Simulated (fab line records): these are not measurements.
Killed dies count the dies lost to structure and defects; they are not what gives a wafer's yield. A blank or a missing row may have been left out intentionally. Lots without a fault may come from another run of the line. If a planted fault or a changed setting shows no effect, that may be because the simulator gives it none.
2 desks looking at one fault | flow n5-finfet | only its own numbers are on each desk; what lay behind them is given at the end

== AT THE METROLOGY DESK ==
What the gauges read, lot by lot, whatever tool the lot ran on: means of the sampled wafers that have a number. If a lot's mean is further than 4 standard deviations from the usual mean, the lot is out of limits and carries the mark OUT (the distance appears in the brackets).
Columns: A = cd-nm at N5_BEOL_M5_CD_MEAS_11, usual 27.98 nm
lot  | first seen here | A
L648 | day 8 13:25     | 28.26
L649 | day 9 00:34     | 27.86
L651 | day 9 08:23     | 28.03
L652 | day 10 01:55    | 28.30
L653 | day 10 04:55    | 27.76
L657 | day 10 21:50    | 28.24
L662 | day 12 07:20    | 27.98
L667 | day 13 23:22    | 27.77
L669 | day 14 02:15    | 27.80
L665 | day 14 05:16    | 27.92
Result from this desk: across the 10 lots, nothing is out of limits.

== THE TOOL OWNER'S DESK: rie-diel-05 ==
The tool's own readings at N5_BEOL_M5_ETCH_72 (etches underlayer in N2/H2, target depth 6.5 nm, time 5.2 s): means of the sampled wafers that have a number, for each lot that ran on this tool. If a lot's mean is further than 4 standard deviations from the usual mean, the lot is out of limits and carries the mark OUT (the distance appears in the brackets). Shown are 7 of the 8 readings it has, namely the first that went out of limits plus those furthest out on some lot.
Columns: A = etch-rf-on-time-s at N5_BEOL_M5_ETCH_72, usual 5.21 s; B = n2-flow-sccm at N5_BEOL_M5_ETCH_72, usual 200.0 sccm; C = oes-product-au at N5_BEOL_M5_ETCH_72, usual 0.67 a.u.; D = rf-fwd-power-W at N5_BEOL_M5_ETCH_72, usual 819.1 W; E = rf-vpp-V at N5_BEOL_M5_ETCH_72, usual 524.3 V; F = showerhead-plenum-p-Torr at N5_BEOL_M5_ETCH_72, usual 2.56 Torr; G = throttle-valve-pct at N5_BEOL_M5_ETCH_72, usual 17.8 %
lot  | first seen here | A               | B     | C    | D                | E               | F    | G
L649 | day 9 00:46     | 5.33            | 199.9 | 0.59 | 817.7            | 524.8           | 2.56 | 18.2
L651 | day 9 08:32     | 5.33            | 200.0 | 0.66 | 818.2            | 521.5           | 2.49 | 17.9
L653 | day 10 05:10    | 4.40 (-5.4) OUT | 199.4 | 0.71 | 1019.6 (+91) OUT | 487.9 (-14) OUT | 2.54 | 18.1
L657 | day 10 22:09    | 4.41 (-5.3) OUT | 200.0 | 0.77 | 1020.6 (+92) OUT | 489.3 (-13) OUT | 2.60 | 17.8
This desk finds L653, L657 out of limits, L653 being first, at day 10 05:10 (etch-rf-on-time-s at N5_BEOL_M5_ETCH_72). In limits: L649, L651.

== ALL TOGETHER ==
The tool owner's desk had the chance to raise an alarm at day 10 05:10 on L653, L657.
At the metrology desk, nothing out of limits was observed.
The metrology desk holds a record of L653, L657, inside its limits.
N5_BEOL_M5_ETCH_72 was run on rie-diel-05 by each of the lots named.

== WHAT THE SIMULATOR PUT IN ==
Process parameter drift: rie-diel-05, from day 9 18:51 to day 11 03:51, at N5_BEOL_M5_ETCH_72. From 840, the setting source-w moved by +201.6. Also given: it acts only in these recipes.
Shown lots that were struck: L653, L657.
Hours from the fault's start to each desk's first reading out of limits: the tool owner's desk, 10.
